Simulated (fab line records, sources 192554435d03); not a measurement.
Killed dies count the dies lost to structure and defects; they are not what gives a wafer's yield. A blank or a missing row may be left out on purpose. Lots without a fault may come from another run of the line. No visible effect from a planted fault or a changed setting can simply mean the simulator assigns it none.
Chamber matching + flow n5-finfet + rie-diel-04 running N5_BEOL_M9_VIA_ETCH_34: 4 sister chambers
The step etches SiCOH lowk in C4F6/O2, target depth 182.4 nm, time 68.4 s. 16 wafers are shown with their chamber, then 8 later ones without.

WAFERS, EACH WITH ITS CHAMBER
| wafer  | chamber | rf-vpp-V (V) | showerhead-plenum-p-Torr (Torr) | throttle-valve-pct (%) |
|--------|---------|--------------|---------------------------------|------------------------|
| L077.2 | 2       | 640          | 2.79                            | 21.09                  |
| L077.4 | 1       | 641          | 2.73                            | 20.92                  |
| L077.5 | 3       | 644          | 2.72                            | 20.83                  |
| L079.2 | 3       | 645          | 2.72                            | 20.84                  |
| L079.3 | 1       | 643          | 2.72                            | 20.95                  |
| L079.5 | 0       | 675          | 2.69                            | 20.76                  |
| L081.2 | 1       | 641          | 2.72                            | 20.94                  |
| L081.3 | 0       | 677          | 2.69                            | 20.77                  |
| L081.5 | 2       | 640          | 2.79                            | 21.11                  |
| L083.1 | 0       | 677          | 2.69                            | 20.76                  |
| L083.2 | 3       | 644          | 2.72                            | 20.84                  |
| L083.5 | 1       | 641          | 2.72                            | 20.95                  |
| L084.1 | 2       | 641          | 2.79                            | 21.12                  |
| L084.2 | 3       | 644          | 2.72                            | 20.84                  |
| L084.4 | 1       | 641          | 2.72                            | 20.96                  |
| L094.1 | 3       | 645          | 2.71                            | 20.87                  |

SIGNATURES (averages over the wafers above)
| reading                  | chamber 0 | chamber 1 | chamber 2 | chamber 3 | scatter within a chamber |
|--------------------------|-----------|-----------|-----------|-----------|--------------------------|
| rf-vpp-V                 | 676.33    | 641.40    | 640.33    | 644.40    | 0.803                    |
| showerhead-plenum-p-Torr | 2.6900    | 2.7220    | 2.7900    | 2.7180    | 0.00365                  |
| throttle-valve-pct       | 20.7633   | 20.9440   | 21.1067   | 20.8440   | 0.0141                   |
Rule: a wafer lies at a distance from a chamber equal to the root of the sum of squares, over the readings, of (its reading less the chamber's mean, divided by the reading's scatter). The wafer belongs to the nearest chamber; if the next one is less than 2 further off, it can't be placed. The scatter: the root of (the sum of the squares of (reading less its chamber's mean) over the shown wafers, divided by (wafers less chambers)).

WAFERS MISSING THEIR CHAMBER
| wafer  | rf-vpp-V (V) | showerhead-plenum-p-Torr (Torr) | throttle-valve-pct (%) |
|--------|--------------|---------------------------------|------------------------|
| L094.2 | 643          | 2.71                            | 20.95                  |
| L094.6 | 643          | 2.71                            | 20.97                  |
| L092.1 | 643          | 2.71                            | 20.99                  |
| L092.3 | 642          | 2.78                            | 20.83                  |
| L092.6 | 641          | 2.78                            | 20.81                  |
| L095.1 | 642          | 2.71                            | 20.99                  |
| L095.5 | 673          | 3.02                            | 20.42                  |
| L095.6 | 641          | 2.71                            | 20.97                  |

WHICH CHAMBER EACH ONE RAN IN
| wafer  | from the rows above     | in truth                   |
|--------|-------------------------|----------------------------|
| L094.2 | 1                       | 1                          |
| L094.6 | 1                       | 1                          |
| L092.1 | 1                       | 1                          |
| L092.3 | can't be placed: 3 or 1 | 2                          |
| L092.6 | can't be placed: 3 or 1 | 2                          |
| L095.1 | 1                       | 1                          |
| L095.5 | 2                       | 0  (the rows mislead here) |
| L095.6 | 1                       | 1                          |
Correct placement for 5 of the 8. Not placeable from these rows: 2 (in 0, the candidates include the true chamber). Number placed wrongly: 1.
